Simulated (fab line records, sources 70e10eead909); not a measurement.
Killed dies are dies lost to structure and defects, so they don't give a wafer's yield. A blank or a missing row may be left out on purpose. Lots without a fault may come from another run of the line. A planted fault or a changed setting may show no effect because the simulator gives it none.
Which tool did it? | flow nand_harc | 12 lots, 36 wafers sampled, at 4 steps of a route of 1302

WHAT THE GAUGES READ, wafer by wafer
NHARC_P_STI_INSPECT_11. Usual: raw_defect_count 6, standard deviation 3.1.
lot  | measured     | on                | raw_defect_count | flag
L743 | day 3 04:55  | defect_inspect-01 | 7 9 4            |
L744 | day 3 15:05  | defect_inspect-02 | 6 8 8            |
L747 | day 4 22:11  | defect_inspect-01 | 7 5 9            |
L750 | day 6 03:11  | defect_inspect-02 | 6 8 5            |
L751 | day 6 13:29  | defect_inspect-01 | 4 6 6            |
L752 | day 7 00:07  | defect_inspect-02 | 8 6 10           |
L757 | day 9 02:19  | defect_inspect-01 | 8 7 4            |
L758 | day 9 10:40  | defect_inspect-02 | 5 5 4            |
L761 | day 10 21:50 | defect_inspect-01 | 7 7 9            |
L763 | day 11 12:47 | defect_inspect-02 | 10 8 19          |
L764 | day 11 22:14 | defect_inspect-01 | 6 7 9            |
L765 | day 12 09:32 | defect_inspect-02 | 7 6 7            |

NHARC_P_M0_CD_MEAS_16. Usual: cd_nm 89.8 nm, standard deviation 0.69.
lot  | measured     | on        | cd_nm (nm)     | flag
L743 | day 6 13:57  | cd_sem-02 | 90.2 90.6 89.9 |
L744 | day 6 16:55  | cd_sem-03 | 89.7 90.4 89.2 |
L747 | day 8 01:46  | cd_sem-02 | 89.9 90.3 89.8 |
L750 | day 9 14:32  | cd_sem-01 | 90.1 90.2 90.0 |
L751 | day 9 20:01  | cd_sem-02 | 88.7 89.7 89.4 |
L752 | day 10 03:39 | cd_sem-01 | 88.4 89.8 89.4 |
L757 | day 12 12:14 | cd_sem-02 | 90.3 90.7 91.9 |
L758 | day 12 19:05 | cd_sem-01 | 89.4 89.5 90.0 |
L761 | day 14 05:29 | cd_sem-03 | 88.6 90.3 90.7 |
L763 | day 15 15:24 | cd_sem-02 | 89.2 89.0 89.4 |
L764 | day 16 00:31 | cd_sem-02 | 89.8 88.5 89.9 |
L765 | day 16 01:39 | cd_sem-03 | 89.4 90.1 89.8 |

WHICH TOOL RAN EACH LOT (tool, then ch and the chambers of the sampled wafers, then the start)
lot  | NHARC_P_STI_ETCH_42                | NHARC_P_CONTACT_ETCH_31
L743 | rie_diel-04 ch 1,2, day 3 05:08    | rie_diel-08 ch 0,1,2, day 6 13:57 or earlier
L744 | rie_diel-06 ch 1,2, day 3 15:18    | rie_diel-09 ch 0,2,3, day 6 16:55 or earlier
L747 | rie_diel-06 ch 1,2,3, day 4 22:24  | rie_diel-09 ch 0,1,3, day 8 01:46 or earlier
L750 | rie_diel-04 ch 0,1, day 6 03:26    | rie_diel-08 ch 0,1, day 9 14:32 or earlier
L751 | rie_diel-04 ch 0,1,3, day 6 13:42  | rie_diel-11 ch 0,1,3, day 9 20:01 or earlier
L752 | rie_diel-04 ch 0,1, day 7 00:20    | rie_diel-08 ch 1,2,3, day 10 03:39 or earlier
L757 | rie_diel-05 ch 0,3, day 9 02:33    | rie_diel-09 ch 1,2,3, day 12 12:14 or earlier
L758 | rie_diel-05 ch 0,3, day 9 10:53    | rie_diel-11 ch 1,3, day 12 19:05 or earlier
L761 | rie_diel-04 ch 1,2,3, day 10 22:05 | rie_diel-08 ch 0,1,3, day 14 05:29 or earlier
L763 | rie_diel-04 ch 0,1,2, day 11 13:01 | rie_diel-08 ch 2,3, day 15 15:24 or earlier
L764 | rie_diel-06 ch 0,1,3, day 11 22:28 | rie_diel-09 ch 0,1, day 16 00:31 or earlier
L765 | rie_diel-05 ch 0,1,2, day 12 09:47 | rie_diel-11 ch 0,1,3, day 16 01:39 or earlier
- NHARC_P_STI_ETCH_42: etches the open film in N2/H2, target depth 80 nm, overetch 24 nm, time 61 s.
- NHARC_P_CONTACT_ETCH_31: etches the open film in CH3F/O2, target depth 30 nm, time 85.7 s.

WHAT THE TOOLS THEMSELVES READ (means of the sampled wafers that have a number; where no wafer has one, the mark that the record gives instead)
NHARC_P_STI_ETCH_42. Usual: drypump_motor_current_A 5.7 A, standard deviation 0.44; oes_product_au 0.998 a.u., standard deviation 0.0087; rf_vpp_V 432.0 V, standard deviation 2.3; showerhead_plenum_p_Torr 2.09 Torr, standard deviation 0.074; throttle_valve_pct 14.172 %, standard deviation 0.009.
lot  | tool        | drypump_motor_current_A (A) | oes_product_au (a.u.) | rf_vpp_V (V) | showerhead_plenum_p_Torr (Torr) | throttle_valve_pct (%) | flag
L743 | rie_diel-04 | 5.9                         | 1.004                 | 434.2        | 2.16                            | 14.177                 |
L744 | rie_diel-06 | 6.0                         | 1.002                 | 433.3        | 2.16                            | 14.173                 |
L747 | rie_diel-06 | 5.7                         | 1.000                 | 433.9        | 2.16                            | 14.172                 |
L750 | rie_diel-04 | 5.5                         | 0.997                 | 435.0        | 2.17                            | 14.178                 |
L751 | rie_diel-04 | 5.8                         | 0.957                 | 432.9        | 2.11                            | 14.171                 | OFF
L752 | rie_diel-04 | 5.8                         | 0.949                 | 434.7        | 2.16                            | 14.170                 | OFF
L757 | rie_diel-05 | 5.4                         | 1.000                 | 429.5        | 2.00                            | 14.179                 |
L758 | rie_diel-05 | 5.4                         | 1.002                 | 429.2        | 1.99                            | 14.168                 |
L761 | rie_diel-04 | 5.9                         | 1.001                 | 432.0        | 2.11                            | 14.167                 |
L763 | rie_diel-04 | 5.6                         | 0.997                 | 433.5        | 2.17                            | 14.165                 |
L764 | rie_diel-06 | 5.8                         | 0.993                 | 432.1        | 2.09                            | 14.175                 |
L765 | rie_diel-05 | 5.7                         | 0.999                 | 431.3        | 2.07                            | 14.179                 |

NHARC_P_CONTACT_ETCH_31. Usual: ch3f_flow_sccm 49.97 sccm, standard deviation 0.15; drypump_motor_current_A 5.8 A, standard deviation 0.56; oes_product_au 0.975 a.u., standard deviation 0.016; rf_vpp_V 244.0 V, standard deviation 1.7; showerhead_plenum_p_Torr 2.44 Torr, standard deviation 0.11; throttle_valve_pct 20.663 %, standard deviation 0.0091.
lot  | tool        | ch3f_flow_sccm (sccm) | drypump_motor_current_A (A) | oes_product_au (a.u.) | rf_vpp_V (V) | showerhead_plenum_p_Torr (Torr) | throttle_valve_pct (%) | flag
L743 | rie_diel-08 | 49.93                 | 5.7                         | 0.974                 | 243.8        | 2.47                            | 20.670                 |
L744 | rie_diel-09 | 50.00                 | 5.6                         | 0.988                 | 243.1        | 2.44                            | 20.658                 |
L747 | rie_diel-09 | 50.16                 | 5.9                         | 0.978                 | 243.2        | 2.43                            | 20.659                 |
L750 | rie_diel-08 | 49.95                 | 5.5                         | 0.986                 | 245.7        | 2.52                            | 20.658                 |
L751 | rie_diel-11 | 50.03                 | 5.6                         | 0.977                 | 243.2        | 2.37                            | 20.666                 |
L752 | rie_diel-08 | 49.88                 | 6.1                         | 0.980                 | 244.4        | 2.49                            | 20.661                 |
L757 | rie_diel-09 | 49.95                 | 5.4                         | 0.987                 | 242.3        | 2.34                            | 20.671                 |
L758 | rie_diel-11 | 50.08                 | 5.6                         | 0.981                 | 242.6        | 2.35                            | 20.659                 |
L761 | rie_diel-08 | 50.04                 | 5.9                         | 0.975                 | 245.7        | 2.54                            | 20.657                 |
L763 | rie_diel-08 | 49.99                 | 6.6                         | 0.953                 | 244.5        | 2.47                            | 20.655                 |
L764 | rie_diel-09 | 49.84                 | 6.1                         | 0.954                 | 245.0        | 2.51                            | 20.664                 |
L765 | rie_diel-11 | 49.93                 | 5.6                         | 0.985                 | 242.3        | 2.37                            | 20.660                 |

THE ANSWER, worked out from the rows above alone
Rule: a lot is off if the mean of its wafers that have a number lies more than 3 standard deviations from the usual mean. A lot without any number at a reading at which 4 lots or more have one is off too. The other lots that the step has rows for count as sound. The gauges are gone through in route order, then the tools' own readings, and for those a lot's mean is taken as printed above. The first step at which some lot is off is used, and at that step the reading that is off furthest; a lot without a number counts as furthest.
Off: L751, L752, at NHARC_P_STI_ETCH_42 (oes_product_au).
A tool fits if, at that step or a process step before it, it ran every lot that is off, and no sound lot after the first of them. None of those tried fits.

WHAT THE SIMULATOR HAD PUT IN
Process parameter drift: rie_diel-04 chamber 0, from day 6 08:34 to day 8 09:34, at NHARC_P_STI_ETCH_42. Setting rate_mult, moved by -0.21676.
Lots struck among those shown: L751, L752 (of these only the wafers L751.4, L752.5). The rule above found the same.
